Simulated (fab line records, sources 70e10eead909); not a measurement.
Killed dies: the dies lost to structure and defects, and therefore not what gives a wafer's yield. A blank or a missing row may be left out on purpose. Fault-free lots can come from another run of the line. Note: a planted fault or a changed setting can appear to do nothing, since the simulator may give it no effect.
Comparing a struck lot with a sound one | flow nandHarc | 14 out of 1302 route steps
Sound: wafers L247.3, L247.4, L247.5. Struck: wafers L244.3, L244.4. (L244.5 of the same lot was not struck and is left out.) The cause comes at the end.
Each step with rows lists, per side, the tool, then ch with its chambers, then its first start. Under that, the readings that differ: sound wafers | struck wafers | difference of the means | sigmas: that difference in standard deviations of wafers without a fault.
alike: words and numbers the same on both sides, and readings whose means are apart by under 2 such deviations; not compared: readings that were withheld, readings missing a value for some wafer, numbers with overlapping values and no deviation given by the record, and bounds like >300 which may hide the same value.
A row with sigmas, a row that says differs or no value, or rows on one side alone: a step with any of these is where the two part. Non-overlapping numbers with no deviation appear without sigmas and do not part them. Lack of a reading on every wafer of one side parts them only where that side has two or more wafers.

first, 8 steps without rows for these wafers: NHARC_A_CONTACT_COAT_34 (time 75 s); NHARC_A_CONTACT_COAT_35 (time 65 s); NHARC_A_CONTACT_COAT_36 (resist thk 90 nm); NHARC_A_CONTACT_SOFTBAKE_37 (time 55 s); NHARC_A_CONTACT_EBR_38; NHARC_A_CONTACT_EXPOSE_39 (exposes mask A CC 3); NHARC_A_CONTACT_PEB_40 (peb time 65 s); NHARC_A_CONTACT_DEVELOP_41 (develop time 35 s).
NHARC_A_CONTACT_CD_MEAS_42: target cd 300 nm.
  sound on cdSem-01 ch 0, day 24 23:04; struck on cdSem-02 ch 0, day 24 09:42
reading   | sound             | struck      | difference | sigmas
cdNm (nm) | 300.0 300.7 299.6 | 299.1 299.0 | -1.1       | -3
NHARC_A_CONTACT_OVL_MEAS_43:
  sound on overlay-01, day 24 23:08; struck on overlay-01, day 24 09:47
  alike: overlayXNm, overlayYNm
NHARC_A_CONTACT_INSPECT_44:
  sound on defectInspect-01, day 24 23:11; struck on defectInspect-01, day 24 09:49
  alike: rawDefectCount
NHARC_A_CONTACT_DESCUM_47: chemistry O2, time 3 s.
  sound on rieDiel-05 ch 1,2, day 24 23:14; struck on rieDiel-07 ch 1,2, day 24 09:53
  alike: drypumpMotorCurrentA, oesProductAu, rfVppV, showerheadPlenumPTorr, throttleValvePct
  not compared: rfHoursCounterH
NHARC_A_CONTACT_ETCH_48: etches the open film in CF4, target depth 39 nm, time 65 s.
  sound on rieDiel-05 ch 0,2,3, day 24 23:20; struck on rieDiel-07 ch 1,2, day 24 09:58
reading        | sound          | struck    | difference | sigmas
runLengthS (s) | 86.7 85.5 85.9 | 68.9 68.6 | -17.3      | -40
  alike: drypumpMotorCurrentA, oesProductAu, rfVppV, showerheadPlenumPTorr, throttleValvePct
  not compared: rfHoursCounterH
NHARC_A_CONTACT_ETCH_49: etches the open film in N2/H2, target depth 260 nm, time 475.3 s.
  sound on rieDiel-05 ch 1,3; struck on rieDiel-07 ch 1,2
reading                  | sound       | struck  | difference | sigmas
drypumpMotorCurrentA (A) | 5.4 5.2 5.2 | 6.0 5.9 | +0.7       | +2
  alike: oesProductAu, rfVppV, runLengthS, showerheadPlenumPTorr, throttleValvePct
  not compared: rfHoursCounterH

WHERE THEY PART
At NHARC_A_CONTACT_CD_MEAS_42 first; at NHARC_A_CONTACT_ETCH_49 last (within this record only).

WHY: what had been put in by the simulator
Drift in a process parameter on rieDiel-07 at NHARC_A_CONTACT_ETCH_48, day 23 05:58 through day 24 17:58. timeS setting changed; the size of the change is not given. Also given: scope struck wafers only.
